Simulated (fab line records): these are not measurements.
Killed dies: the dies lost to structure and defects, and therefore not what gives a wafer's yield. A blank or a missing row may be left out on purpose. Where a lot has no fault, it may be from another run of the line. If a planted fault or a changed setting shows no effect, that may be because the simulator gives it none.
Struck lot and sound lot, side by side ; flow n5-finfet ; 17 steps out of a route of 1938
Sound: wafers L829.3, L829.4, L829.6. Struck: wafer L842.4 (left out: L842.1, L842.5 of the same lot, which were not struck); the cause appears at the end.
At each step with rows: each side's tool, then ch and its chambers, then its first start. Under that, the readings that differ: sound wafers ; struck wafers ; difference of the means ; sigmas: that difference in standard deviations of wafers without a fault.
alike: readings with means less than 2 such deviations apart, plus words and numbers identical on both sides. not compared: withheld readings, readings lacking a value on some wafer, bounds such as >300 that could conceal the same value, and numbers that have no deviation in the record and whose values overlap.
The two part at a step that has a row with sigmas, a row that says differs or no value, or rows on one side only. Numbers that have no deviation but don't overlap get no sigmas and don't part them. Lack of a reading on every wafer of one side parts them only where that side has two or more wafers.

first, 8 steps without rows for these wafers: N5_PASSIVATION_HMDS_03 (time 60 s); N5_PASSIVATION_COAT_04; N5_PASSIVATION_EBR_06; N5_PASSIVATION_SOFTBAKE_05 (time 90 s); N5_PASSIVATION_EXPOSE_07 (exposes mask TV, defocus 0 nm, target cd 3000 nm); N5_PASSIVATION_PEB_08; N5_PASSIVATION_DEVELOP_09 (develop time 60 s); N5_PASSIVATION_HARDBAKE_11 (time 120 s).
N5_PASSIVATION_CD_MEAS_10: the cd target is 3000 nm.
  sound on cd-sem-02 ch 0, day 12 05:53; struck on cd-sem-02 ch 0, day 16 13:40
  alike: cd-nm
N5_PASSIVATION_OVL_MEAS_60:
  sound on overlay-02 ch 0, day 12 05:55; struck on overlay-01 ch 0, day 16 13:42
  alike: TV_OVL
N5_PASSIVATION_INSPECT_61: inspects for defects (macro).
  sound on defect-inspect-01 at day 12 05:56; struck on defect-inspect-01 at day 16 13:43
  alike: raw-defect-count
N5_PASSIVATION_DESCUM_12: chemistry O2, time 7.9 s.
  sound on rie-diel-05 ch 1,2, day 12 06:10; struck on rie-diel-02 ch 2, day 16 13:49
  alike: drypump-motor-current-A, oes-product-au, rf-vpp-V, showerhead-plenum-p-Torr, throttle-valve-pct
  not compared: rf-hours-counter-h
N5_PASSIVATION_PASS_ETCH_74: etches SiNx in CF4/O2, target depth 220 nm, time 110 s.
  sound on rie-diel-05 ch 1,2, day 12 06:13; struck on rie-diel-02 ch 2, day 16 13:53
reading;sound;struck;difference;sigmas
oes_f_703_au (a.u.);0.78 0.85 0.86;1.09;+0.26;+3
rf-fwd-power-W (W);535.2 530.5 531.5;663.4;+131.0;+69
rf-vpp-V (V);243.1 240.4 240.8;216.6;-24.8;-11
model.etch.depth-nm (nm);220 219.9 220.1;275.3;+55.3;
model.TV_OPEN.cd-offset-nm (nm);0 0.2 0;-3.2;-3.3;
  alike: drypump-motor-current-A, mfc-ar-sccm, oes-product-au, showerhead-plenum-p-Torr, throttle-valve-pct
  not compared: rf-hours-counter-h, model.coat_of_PASSIVATION_COAT_04.thk-nm
N5_PASSIVATION_VIA_ETCH_13: etches SiO2 in CHF3/O2, target depth 660 nm, time 330 s.
  sound on rie-diel-05 ch 1,2, day 12 06:19; struck on rie-diel-02 ch 2, day 16 13:59
reading;sound;struck;difference;sigmas
mfc-ar-sccm (sccm);201.1 199.9 200.0;199.0;-1.3;-2
rf-fwd-power-W (W);648.1 647.6 645.2;651.4;+4.4;+2
  alike: drypump-motor-current-A, etch-rf-on-time-s, oes_f_703_au, oes-product-au, rf-vpp-V, showerhead-plenum-p-Torr, throttle-valve-pct
  not compared: rf-hours-counter-h, model.coat_of_PASSIVATION_COAT_04.thk-nm
N5_PASSIVATION_STRIP_14: strips in O2.
  sound on rie-diel-05 ch 1,2, day 12 06:31; struck on rie-diel-02 ch 2, day 16 14:10
  alike: drypump-motor-current-A, oes-product-au, rf-vpp-V, showerhead-plenum-p-Torr, throttle-valve-pct
  not compared: rf-hours-counter-h
N5_PASSIVATION_ETCH_15: etches SiCN in CF4/N2, target depth 75 nm, time 81.2 s.
  sound: rie-diel-05 ch 1,2; struck: rie-diel-02 ch 2
reading;sound;struck;difference;sigmas
model.TV_OPEN.cd-offset-nm (nm);1.8 1.8 1.6;-1.4;-3.1;
  alike: drypump-motor-current-A, mfc-ar-sccm, oes-product-au, rf-fwd-power-W, rf-vpp-V, showerhead-plenum-p-Torr, throttle-valve-pct
  not compared: rf-hours-counter-h
then, 1 step without rows for these wafers: N5_PASSIVATION_STRIP_73 (strips in post etch residue remover, time 60 s).

WHERE THEY PART
Last at N5_PASSIVATION_VIA_ETCH_13 as far as this record goes, first at N5_PASSIVATION_PASS_ETCH_74. Later steps at which nothing parts them and some readings are alike: N5_PASSIVATION_STRIP_14, N5_PASSIVATION_ETCH_15.

WHY: what had been put in by the simulator
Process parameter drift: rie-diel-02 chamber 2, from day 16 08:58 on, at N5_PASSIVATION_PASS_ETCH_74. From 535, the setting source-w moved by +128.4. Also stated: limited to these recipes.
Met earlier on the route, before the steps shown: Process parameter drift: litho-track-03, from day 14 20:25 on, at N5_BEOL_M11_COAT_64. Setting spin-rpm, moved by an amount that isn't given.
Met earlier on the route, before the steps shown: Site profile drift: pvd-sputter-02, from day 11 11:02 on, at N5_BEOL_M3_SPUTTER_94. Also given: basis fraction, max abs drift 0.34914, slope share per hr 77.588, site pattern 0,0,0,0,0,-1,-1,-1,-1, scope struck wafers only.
